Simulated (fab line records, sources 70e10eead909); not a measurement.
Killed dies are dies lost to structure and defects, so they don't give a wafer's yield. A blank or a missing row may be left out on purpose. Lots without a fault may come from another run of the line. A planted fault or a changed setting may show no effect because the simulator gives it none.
Chamber matching | flow nand_harc | NHARC_P_CONTACT_STRIP_28 on rie_diel-10: 4 sister chambers
The step strips in O2. 7 wafers are shown with their chamber, then 7 later ones without.

WAFERS WITH THEIR CHAMBER
wafer  | chamber | drypump_motor_current_A (A) | oes_product_au (a.u.)
L508.2 | 1       | 5.1                         | 0.994
L509.1 | 3       | 5.8                         | 1.004
L511.1 | 3       | 5.7                         | 1.011
L511.3 | 0       | 5.8                         | 1.009
L511.6 | 2       | 5.3                         | 0.996
L512.1 | 0       | 5.8                         | 1.005
L512.2 | 2       | 5.2                         | 0.993

WAFERS WITHOUT THEIR CHAMBER
wafer  | drypump_motor_current_A (A) | oes_product_au (a.u.)
L512.6 | 5.8                         | 1.005
L514.2 | 5.1                         | 1.002
L514.3 | 5.7                         | 0.997
L514.4 | 5.2                         | 0.987
L528.1 | 5.7                         | 1.013
L528.2 | 5.1                         | 1.012
L528.4 | 5.8                         | 1.011

WHICH CHAMBER EACH WENT THROUGH
wafer  | from the rows above     | in truth
L512.6 | can't be placed: 0 or 3 | 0
L514.2 | can't be placed: 1 or 2 | 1
L514.3 | can't be placed: 3 or 0 | 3
L514.4 | can't be placed: 2 or 1 | 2
L528.1 | can't be placed: 3 or 0 | 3
L528.2 | can't be placed: 1 or 2 | 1
L528.4 | can't be placed: 0 or 3 | 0
Placed correctly: 0 of 7. Can't be placed from these rows: 7 (the true chamber is among the candidates in 7). Placed wrongly: 0.
How it was worked out, from the rows above alone: a wafer's distance from a chamber is the root of the sum, over the readings, of the square of ((its reading less the chamber's mean) divided by the reading's scatter). The wafer belongs to the nearest chamber; if the next one is less than 2 further off, it can't be placed. A chamber's mean is the mean of its shown wafers. The scatter: the root of (the sum of the squares of (reading less its chamber's mean) over the shown wafers, divided by (wafers less chambers)).
